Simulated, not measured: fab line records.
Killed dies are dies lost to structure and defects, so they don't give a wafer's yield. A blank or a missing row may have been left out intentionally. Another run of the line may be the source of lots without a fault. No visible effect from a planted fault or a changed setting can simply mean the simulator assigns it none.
What tool caused it? + flow nand-harc + 6 lots (18 wafers sampled), 1 step of a 1159-step route

WHAT THE GAUGES READ, wafer by wafer
NHARC_P_GATE_INSPECT_68.
| lot  | measured     | on                | raw-defect-count |
|------|--------------|-------------------|------------------|
| L875 | day 5 21:41  | defect-inspect-02 | 183 258 321      |
| L879 | day 6 16:50  | defect-inspect-01 | 136 179 300      |
| L886 | day 8 21:19  | defect-inspect-02 | 153 100 190      |
| L891 | day 9 08:34  | defect-inspect-01 | 240 182 173      |
| L895 | day 10 04:29 | defect-inspect-02 | 148 128 288      |
| L898 | day 10 22:13 | defect-inspect-01 | 177 299 91       |

EACH LOT AND THE TOOL THAT RAN IT (in order: tool; ch and the chambers of the sampled wafers; start)
The record holds no process step before these readings.

THE ANSWER, worked out from the rows above alone
Rule: the usual values come from the lots themselves. Put in order of their means at a reading, lots are off if they are a third of the lots or fewer, leave a main group of 4 or more, and stand apart from it by a gap of 3 or more times the standard deviation of the main group's means; of several such gaps the widest counts. If all means in a main group match to the digits the tables above print for the reading, that group is not used. Also off: a lot with no number at a reading for which 4 or more lots have one. Any other lot the step has rows for is counted as sound.
No lot is off on any of the readings shown, so nothing can be concluded from this.

WHAT THE SIMULATOR HAD INSERTED
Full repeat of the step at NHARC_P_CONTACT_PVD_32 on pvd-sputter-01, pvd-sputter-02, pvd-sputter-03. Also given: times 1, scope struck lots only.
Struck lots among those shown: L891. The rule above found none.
